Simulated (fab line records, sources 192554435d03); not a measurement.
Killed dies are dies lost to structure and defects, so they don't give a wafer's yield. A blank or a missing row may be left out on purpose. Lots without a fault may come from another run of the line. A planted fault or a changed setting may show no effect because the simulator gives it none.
fab line records | flow n5_finfet
record lots=7 wafers=39
route steps=1938 shown BEOL_M8@1377 BEOL_M13@1706
start_h: hours from the record's first day to the start of the lot's first wafer shown | wait_h: hours since the lot's step before | " the same as in the row above | L1.1+2: a row that stands for several wafers | - no value, or no start given | * or withheld: withheld | < > ~ a bound
route shown NAME@n: a module of which the file shows steps, and the number in the route of the first | usual: mean/standard deviation of fault-free wafers | same: alike in all rows | chamber/n: place in a boat | sites: the reading at each site | _std_site: their standard deviation | _edge_site: outer sites' mean less inner sites' | radius_mm: how far each site lies from the wafer's centre | mask NAME#n: copy n | behind: the tool/chamber that last shaped the wafer | hold: why the lot was held/for how many hours/how that ended | device: the transistor (n, p or np) that didn't switch | end of line: the same wafers' tests at the end of the route | a step without rows: its recipe alone | killed: dies lost to structure and defects at the first sort, not the wafer's yield | map: a wafer's dies, x killed, . not, _ none there
set.NAME: the setting as run; set.NAME@STEP: as run at that earlier step | model.NAME: the simulator's own value behind a step, which no gauge read
lots whose settings were changed on purpose; a table a step, a row a wafer
## steps
# step N5_BEOL_M8_TRENCH_ETCH_37
# recipe chemistry=C4F6/O2 target_depth_a=934.78 target=SiCOH_lowk time_s=31.2 ion_energy_ev=250 pressure_mtorr=30 source_w=345 bias_w=185 Ar_flow_sccm=300 C4F6_flow_sccm=10 O2_flow_sccm=10
# columns lot.wafer tool chamber start_h wait_h set.time_s model.BEOL_M8.feature_depth_nm model.etch.depth_nm model.TiN_of_BEOL_M8_HM_DEP_02.thk_nm
L075.1 rie_diel-02 0 - - 31.2 93.6 93.65 17.6
L075.2 " 1 " " 41.37 122.6 122.6 17
L075.3 " 2 " " 41.37 125 124.9 16.8
L075.4 " 3 " " 31.2 93.8 93.74 17.6
L075.5 " 2 " " 31.2 95 95.06 17.8
L075.6 " 1 " " 41.37 123.6 123.6 16.8
L077.1 rie_diel-01 3 - - 31.2 95.6 95.56 17.8
L077.2 " 1 " " 31.2 92.6 92.56 17.8
L077.3 " 0 " " 31.2 95.8 95.78 17.6
L077.4 " 1 " " 31.2 93.2 93.28 17.6
L077.5 " 0 " " 31.2 95.4 95.35 17.6
L077.6 " 3 " " 31.2 95.8 95.89 17.6
L080.1 rie_diel-02 1 - - 31.2 92.2 92.29 17.8
L080.2 " 3 " " 31.2 92.6 92.54 17.6
L080.3 " 0 " " 31.2 93.2 93.28 17.6
L080.4 " 2 " " 48.15 145.2 145.2 15.6
L080.5 " 2 " " 48.15 145 145 16
L080.6 " 3 " " 48.15 142.8 142.8 16
L081.1 rie_diel-01 1 - - 31.2 91.4 91.46 17.2
L081.2 " 3 " " 21.74 65.4 65.34 18.4
L081.3 " 0 " " 21.74 65.8 65.71 18
L081.4 " 2 " " 31.2 89.4 89.32 17.4
L081.5 " 1 " " 21.74 64 64.01 18.2
L081.6 " 2 " " 31.2 90.2 90.24 17.6
L086.1 rie_diel-06 0 - - 25.18 77.6 77.61 17.6
L086.2 " 1 " " 25.18 75.6 75.62 17.8
L086.3 " 2 " " 31.2 94.2 94.26 17.2
L086.4 " 3 " " 31.2 91.6 91.53 17.6
L086.5 " 2 " " 31.2 94.2 94.17 17.2
L086.6 " 3 " " 25.18 73 73.03 17.8
L089.2 rie_diel-01 0 - - 31.2 95.8 95.73 17
L089.4 " 1 " " 31.2 93.2 93.22 17.2
L089.5 " 2 " " 31.2 95.2 95.19 17.2
L091.1 rie_diel-06 0 - - 31.2 96.6 96.65 17.2
L091.2 " 2 " " 31.2 94.2 94.14 17.4
L091.3 " 1 " " 31.2 93.6 93.67 17.6
L091.4 " 0 " " 31.2 97.2 97.12 17.2
L091.5 " 2 " " 31.2 94.6 94.63 17.8
L091.6 " 1 " " 31.2 93.6 93.56 17.4
# step N5_BEOL_M8_ETCH_41
# recipe chemistry=CH3F/O2 target=SiCN target_depth_a=319 taper_deg=2 time_s=57.8 ion_energy_ev=120 mask_material=TiN pressure_mtorr=30 source_w=395 bias_w=75 Ar_flow_sccm=150 CH3F_flow_sccm=30 O2_flow_sccm=20
# step N5_BEOL_M8_STRIP_80
# recipe chemistry=N2/H2 time_s=10 power_w=450 temp_c=40 pressure_mtorr=20 rf_frequency_hz=6e+07 bias_power_w=7 n2_flow_sccm=200 h2_flow_sccm=200
# step N5_BEOL_M8_OCD_MEAS_38
# usual trench_depth_nm=93.5/1.5
# columns lot.wafer tool chamber start_h wait_h set.time_s@BEOL_M8_TRENCH_ETCH_37 trench_depth_nm
L075.1 ocd-01 - 219.39 - 31.2 93.6
L075.2 " - " " 41.37 122.4
L075.3 " - " " 41.37 125.0
L075.4 " - " " 31.2 93.6
L075.5 " - " " 31.2 95.1
L075.6 " - " " 41.37 123.1
L077.1 ocd-01 - 219.90 - 31.2 96.6
L077.2 " - " " 31.2 92.2
L077.3 " - " " 31.2 95.8
L077.4 " - " " 31.2 93.2
L077.5 " - " " 31.2 95.3
L077.6 " - " " 31.2 95.9
L080.1 ocd-02 - 242.39 - 31.2 92.0
L080.2 " - " " 31.2 92.1
L080.3 " - " " 31.2 93.0
L080.4 " - " " 48.15 144.9
L080.5 " - " " 48.15 145.3
L080.6 " - " " 48.15 142.5
L081.1 ocd-01 - 247.58 - 31.2 90.9
L081.2 " - " " 21.74 65.5
L081.3 " - " " 21.74 65.5
L081.4 " - " " 31.2 89.1
L081.5 " - " " 21.74 64.0
L081.6 " - " " 31.2 90.2
L086.1 ocd-02 - 295.05 - 25.18 78.2
L086.2 " - " " 25.18 75.9
L086.3 " - " " 31.2 94.3
L086.4 " - " " 31.2 91.7
L086.5 " - " " 31.2 94.3
L086.6 " - " " 25.18 73.1
L089.2 ocd-01 - 298.84 - 31.2 95.7
L089.4 " - " " 31.2 93.0
L089.5 " - " " 31.2 94.9
L091.1 ocd-01 - 314.21 - 31.2 97.1
L091.2 " - " " 31.2 93.8
L091.3 " - " " 31.2 93.8
L091.4 " - " " 31.2 97.2
L091.5 " - " " 31.2 94.8
L091.6 " - " " 31.2 93.8
# step N5_BEOL_M8_HM_STRIP_39
# recipe chemistry=peroxide_tin_strip material=TiN target_depth_a=250 temp_c=50 time_s=158
# step N5_BEOL_M8_SRD_40
# recipe time_s=30 temp_c=23 rinse_liquid=diw dry=ipa_marangoni
# step N5_BEOL_M8_ECD_50
# recipe material=Cu target_thk_a=3000
# step N5_BEOL_M8_ANNEAL_51
# recipe temp_c=225 time_s=90 ambient=N2
# step N5_BEOL_M8_CMP_52
# recipe stop_on=SiCOH_lowk t_overpolish_s=6.9 down_force_psi=1 platen_rpm=50 clearing_platen_down_force_psi=1.5 clearing_platen_rpm=50 post_cmp_clean=cu_alkaline target_thk_nm=80 clearing_platen_pad_velocity_m_s=0.99484 pad_velocity_m_s=0.99484
# columns lot.wafer tool chamber start_h wait_h set.time_s@BEOL_M8_TRENCH_ETCH_37 model.Cu_of_BEOL_M8_ECD_50.thk_nm
L075.3 cmp-04 0 221.38 0.2 41.37 110
L075.4 " 1 " " 31.2 78.8
L075.2 " 2 " " 41.37 106.2
L075.1 " 3 " " 31.2 78.2
L075.5 " 0 " " 31.2 80.2
L075.6 " 1 " " 41.37 109.4
L077.2 cmp-03 0 222.00 0.2 31.2 77.2
L077.4 " 1 " " 31.2 79.2
L077.1 " 2 " " 31.2 81.4
L077.3 " 3 " " 31.2 82
L077.6 " 0 " " 31.2 79
L077.5 " 1 " " 31.2 80.8
L080.1 cmp-01 1 245.01 0.3 31.2 77.6
L080.4 " 2 " " 48.15 132.2
L080.3 " 3 " " 31.2 79.8
L080.2 " 0 " " 31.2 80.2
L080.6 " 1 " " 48.15 129.8
L080.5 " 2 " " 48.15 131.8
L081.2 cmp-01 3 249.77 0.2 21.74 52.2
L081.1 " 0 " " 31.2 78.8
L081.3 " 1 " " 21.74 50.8
L081.4 " 2 " " 31.2 75.4
L081.6 " 3 " " 31.2 76.2
L081.5 " 0 " " 21.74 51.6
L086.3 cmp-04 2 298.56 0.2 31.2 79.4
L086.4 " 3 " " 31.2 77.6
L086.2 " 0 " " 25.18 61.2
L086.1 " 1 " " 25.18 63.4
L086.5 " 2 " " 31.2 78.8
L086.6 " 3 " " 25.18 59.2
L089.2 cmp-03 2 302.04 0.2 31.2 81.4
L089.4 " 3 " " 31.2 80
L089.5 " 2 " " 31.2 80.2
L091.2 cmp-03 1 317.01 0.2 31.2 80.8
L091.4 " 2 " " 31.2 83.8
L091.1 " 3 " " 31.2 84.2
L091.3 " 0 " " 31.2 80.4
L091.6 " 1 " " 31.2 81.2
L091.5 " 2 " " 31.2 80.6
# step N5_BEOL_M8_THK_MEAS_53
# recipe thk_meas_gauge=xrf reads=Cu_of_BEOL_M8_ECD_50
# usual M8_THK=80.0/1.7
# columns lot.wafer tool chamber start_h wait_h set.time_s@BEOL_M8_TRENCH_ETCH_37 M8_THK[nm]
L075.1 film_metro-01 - 221.67 - 31.2 78.4
L075.2 " - " " 41.37 106.6
L075.3 " - " " 41.37 110.2
L075.4 " - " " 31.2 78.9
L075.5 " - " " 31.2 80.5
L075.6 " - " " 41.37 109.8
L077.1 film_metro-01 - 222.30 - 31.2 81.6
L077.2 " - " " 31.2 77.8
L077.3 " - " " 31.2 82.5
L077.4 " - " " 31.2 79.4
L077.5 " - " " 31.2 81.0
L077.6 " - " " 31.2 79.8
L080.1 film_metro-02 - 245.31 - 31.2 76.5
L080.2 " - " " 31.2 79.4
L080.3 " - " " 31.2 79.0
L080.4 " - " " 48.15 130.6
L080.5 " - " " 48.15 130.0
L080.6 " - " " 48.15 127.5
L081.1 film_metro-01 - 250.06 - 31.2 79.8
L081.2 " - " " 21.74 52.8
L081.3 " - " " 21.74 51.4
L081.4 " - " " 31.2 76.6
L081.5 " - " " 21.74 52.4
L081.6 " - " " 31.2 77.2
L086.1 film_metro-02 - 298.86 - 25.18 63.3
L086.2 " - " " 25.18 61.2
L086.3 " - " " 31.2 78.7
L086.4 " - " " 31.2 77.5
L086.5 " - " " 31.2 78.9
L086.6 " - " " 25.18 59.2
L089.2 film_metro-01 - 302.33 - 31.2 81.8
L089.4 " - " " 31.2 79.7
L089.5 " - " " 31.2 80.6
L091.1 film_metro-02 - 317.30 - 31.2 83.6
L091.2 " - " " 31.2 80.5
L091.3 " - " " 31.2 80.2
L091.4 " - " " 31.2 83.3
L091.5 " - " " 31.2 80.2
L091.6 " - " " 31.2 80.9
# step N5_BEOL_M8_PRE_CLEAN_55
# recipe gas=NH3 time_s=15 temp_c=withheld rf_power_w=300
# step N5_BEOL_M8_DEP_56
# recipe material=SiCN target_thk_a=100 temp_c=withheld precursor=3MS/NH3 pressure_torr=3 rf_w=202 time_s=17.5
# step N5_BEOL_M8_RS_MEAS_57
# recipe thk_meas_gauge=four-point-probe reads=Cu_of_BEOL_M8_ECD_50+Co_of_BEOL_M8_CVD_78+TaN_of_BEOL_M8_ALD_77
# usual M8_RS=0.287/0.0073
# columns lot.wafer tool chamber start_h wait_h set.time_s@BEOL_M8_TRENCH_ETCH_37 M8_RS[ohm/sq]
L075.1 film_metro-01 - 221.80 0.1 31.2 0.293
L075.2 " - " " 41.37 0.206
L075.3 " - " " 41.37 0.198
L075.4 " - " " 31.2 0.291
L075.5 " - " " 31.2 0.284
L075.6 " - " " 41.37 0.199
L077.1 film_metro-01 - 222.46 0.1 31.2 0.279
L077.2 " - " " 31.2 0.298
L077.3 " - " " 31.2 0.277
L077.4 " - " " 31.2 0.290
L077.5 " - " " 31.2 0.282
L077.6 " - " " 31.2 0.290
L080.1 film_metro-01 - 245.44 0.1 31.2 0.295
L080.2 " - " " 31.2 0.284
L080.3 " - " " 31.2 0.287
L080.4 " - " " 48.15 0.161
L080.5 " - " " 48.15 0.161
L080.6 " - " " 48.15 0.165
L081.1 film_metro-02 - 250.28 0.1 31.2 0.291
L081.2 " - " " 21.74 0.481
L081.3 " - " " 21.74 0.497
L081.4 " - " " 31.2 0.308
L081.5 " - " " 21.74 0.486
L081.6 " - " " 31.2 0.304
L086.1 film_metro-01 - 298.99 0.1 25.18 0.377
L086.2 " - " " 25.18 0.392
L086.3 " - " " 31.2 0.288
L086.4 " - " " 31.2 0.296
L086.5 " - " " 31.2 0.291
L086.6 " - " " 25.18 0.410
L089.2 film_metro-01 - 302.46 0.1 31.2 0.279
L089.4 " - " " 31.2 0.286
L089.5 " - " " 31.2 0.286
L091.1 film_metro-01 - 317.44 0.1 31.2 0.269
L091.2 " - " " 31.2 0.282
L091.3 " - " " 31.2 0.284
L091.4 " - " " 31.2 0.270
L091.5 " - " " 31.2 0.283
L091.6 " - " " 31.2 0.281
# step N5_BEOL_M13_SPUTTER_44
# recipe material=Ta target_thk_a=100 temp_c=50 bias_v=80 power_w=15000 chamber_pressure_pa=0.07 time_s=16.13
# columns lot.wafer tool chamber start_h wait_h set.target_thk_a model.Ta_of_BEOL_M13_SPUTTER_44.thk_nm
L075.1+5 pvd_sputter-02 - 255.38 0.0 100 10
L075.2 " - " " 100 10.2
L075.3+6 " - " " 48.55 4.8
L075.4 " - " " 48.55 5
L077.1+3+4 pvd_sputter-02 - 262.09 0.0 48.11 5
L077.2 " - " " 100 10
L077.5+6 " - " " 100 10.2
L080.1+5 pvd_sputter-02 - 289.60 0.0 100 10
L080.2+3+6 " - " " 43.61 4.2
L080.4 " - " " 100 9.8
L081.1+2+3+4+5+6 pvd_sputter-02 - 290.04 0.0 100 10
L086.1+4 pvd_sputter-01 - 337.71 0.0 100 10
L086.2+3+5 " - " " 51.39 5.2
L086.6 " - " " 100 10.2
L089.2+4+5 pvd_sputter-02 - 338.09 0.0 100 10
L091.1 pvd_sputter-03 - 356.81 0.0 100 10
L091.2 " - " " 100 9.6
L091.3+4+6 " - " " 41.69 4
L091.5 " - " " 100 9.8
# step N5_BEOL_M13_SPUTTER_45
# recipe material=Cu target_thk_a=800 temp_c=-20 bias_v=60 power_w=26000 chamber_pressure_pa=0.13 time_s=13.33
# step N5_BEOL_M13_ECD_47
# recipe material=Cu target_thk_a=9360
# step N5_BEOL_M13_ANNEAL_48
# recipe temp_c=225 time_s=90 ambient=N2
# step N5_BEOL_M13_CMP_49
# recipe stop_on=SiOC t_overpolish_s=17.1 down_force_psi=1 platen_rpm=50 clearing_platen_down_force_psi=1.5 clearing_platen_rpm=50 post_cmp_clean=cu_alkaline target_thk_nm=420 clearing_platen_pad_velocity_m_s=0.99484 pad_velocity_m_s=0.99484
# usual barrier_field_endpoint_s=30.3/0.72
# columns lot.wafer tool chamber start_h wait_h set.target_thk_a@BEOL_M13_SPUTTER_44 barrier_field_endpoint_s
L075.3 cmp-01 0 256.04 0.2 48.55 24.2
L075.1 " 1 " " 100 30.5
L075.4 " 2 " " 48.55 23.9
L075.2 " 3 " " 100 30.9
L075.5 " 0 " " 100 30.6
L075.6 " 1 " " 48.55 24.1
L077.2 cmp-04 1 263.23 0.2 100 29.6
L077.1 " 2 " " 48.11 23.6
L077.3 " 3 " " 48.11 23.8
L077.4 " 0 " " 48.11 23.9
L077.5 " 1 " " 100 31.2
L077.6 " 2 " " 100 30.3
L080.3 cmp-02 2 290.32 0.2 43.61 22.8
L080.4 " 3 " " 100 30.6
L080.1 " 0 " " 100 30.7
L080.2 " 1 " " 43.61 22.8
L080.6 " 2 " " 43.61 22.2
L080.5 " 3 " " 100 30.3
L081.1 cmp-04 3 290.90 0.4 100 29.5
L081.4 " 0 " " 100 29.8
L081.2 " 1 " " 100 30.1
L081.3 " 2 " " 100 29.3
L081.6 " 3 " " 100 29.9
L081.5 " 0 " " 100 29.8
L086.3 cmp-02 3 338.47 0.2 51.39 24.6
L086.4 " 0 " " 100 30.0
L086.1 " 1 " " 100 29.3
L086.2 " 2 " " 51.39 23.9
L086.5 " 3 " " 51.39 25.0
L086.6 " 0 " " 100 31.0
L089.2 cmp-01 3 338.75 0.2 100 31.8
L089.4 " 0 " " 100 31.1
L089.5 " 3 " " 100 30.9
L091.3 cmp-02 2 357.62 0.3 41.69 23.2
L091.1 " 3 " " 100 31.9
L091.4 " 0 " " 41.69 23.3
L091.2 " 1 " " 100 30.4
L091.5 " 2 " " 100 30.2
L091.6 " 3 " " 41.69 25.1
## key
split step=N5_BEOL_M8_TRENCH_ETCH_37 setting=time_s stated=31.2 by=wafer
response step=N5_BEOL_M8_TRENCH_ETCH_37 reading=model.BEOL_M8.feature_depth_nm change=+0.921 per=1% r=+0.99
response step=N5_BEOL_M8_TRENCH_ETCH_37 reading=model.etch.depth_nm change=+0.92 per=1% r=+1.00
response step=N5_BEOL_M8_TRENCH_ETCH_37 reading=model.TiN_of_BEOL_M8_HM_DEP_02.thk_nm change=-0.0294 per=1% r=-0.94
response step=N5_BEOL_M8_OCD_MEAS_38 reading=trench_depth_nm change=+0.92 per=1% r=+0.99
response step=N5_BEOL_M8_CMP_52 reading=model.Cu_of_BEOL_M8_ECD_50.thk_nm change=+0.922 per=1% r=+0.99
response step=N5_BEOL_M8_THK_MEAS_53 reading=M8_THK change=+0.913 per=1% r=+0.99
response step=N5_BEOL_M8_RS_MEAS_57 reading=M8_RS shape=bent at_lowest=0.488 at_stated=0.287 at_highest=0.162
split step=N5_BEOL_M13_SPUTTER_44 setting=target_thk_a stated=100 by=wafer
response step=N5_BEOL_M13_SPUTTER_44 reading=model.Ta_of_BEOL_M13_SPUTTER_44.thk_nm change=+0.1 per=1% r=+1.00
response step=N5_BEOL_M13_CMP_49 reading=barrier_field_endpoint_s change=+0.127 per=1% r=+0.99
